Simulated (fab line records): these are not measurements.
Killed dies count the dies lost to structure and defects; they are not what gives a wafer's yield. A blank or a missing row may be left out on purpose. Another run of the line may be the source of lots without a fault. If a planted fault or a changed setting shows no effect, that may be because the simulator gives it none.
Chamber matching    flow n5 finfet    rie diel-02 running N5_BEOL_M9_ETCH_61: 4 sister chambers
The step etches SiARC in CF4, target depth 39 nm, time 65 s. 14 wafers are shown with their chamber, then 7 later ones without.

## EACH WAFER AND ITS CHAMBER
wafer   chamber  throttle valve pct (%)  showerhead plenum p Torr (Torr)  drypump motor current A (A)
L078.1  1        15.9                    2.21                             5.8
L078.2  3        15.4                    2.26                             5.4
L078.6  0        15.8                    2.13                             6.1
L081.2  2        15.6                    2.12                             5.6
L081.3  3        15.4                    2.26                             5.4
L081.5  2        15.6                    2.12                             5.6
L085.1  2        15.6                    2.12                             5.6
L085.2  3        15.4                    2.25                             5.4
L085.3  0        15.8                    2.13                             6.0
L085.4  1        15.9                    2.21                             5.8
L085.5  2        15.6                    2.12                             5.7
L085.6  3        15.4                    2.25                             5.4
L090.1  1        15.9                    2.20                             5.8
L090.2  0        15.9                    2.12                             6.0

SIGNATURES, as means of the wafers listed above
reading                   chamber 0  chamber 1  chamber 2  chamber 3  scatter within a chamber
throttle valve pct        15.833     15.900     15.600     15.400     0.0258
showerhead plenum p Torr  2.1267     2.2067     2.1200     2.2550     0.00483
drypump motor current A   6.033      5.800      5.625      5.400      0.0376
Rule: for a wafer and a chamber, the distance is found by dividing, reading by reading, the gap between the wafer's reading and the chamber's mean by the reading's scatter, squaring, summing and taking the root. The wafer belongs to the nearest chamber; if the next one is less than 2 further off, it can't be placed. How the scatter is found: for the shown wafers, subtract from each reading the mean of its chamber, square and add these, divide the total by (wafers less chambers), then take the root.

## WAFERS MISSING THEIR CHAMBER
wafer   throttle valve pct (%)  showerhead plenum p Torr (Torr)  drypump motor current A (A)
L090.3  15.4                    2.25                             5.4
L090.4  15.6                    2.11                             5.7
L090.5  15.5                    2.25                             5.4
L090.6  15.9                    2.12                             6.0
L096.4  16.0                    2.20                             5.9
L096.5  15.5                    2.24                             5.4
L096.6  15.9                    2.12                             6.1

## WHICH CHAMBER EACH WENT THROUGH
wafer   from the rows above  in truth
L090.3  3                    3
L090.4  2                    2
L090.5  3                    3
L090.6  0                    0
L096.4  1                    1
L096.5  3                    3
L096.6  0                    0
Placed correctly: 7 of 7. Number that these rows cannot place: 0. Wrongly placed: 0.
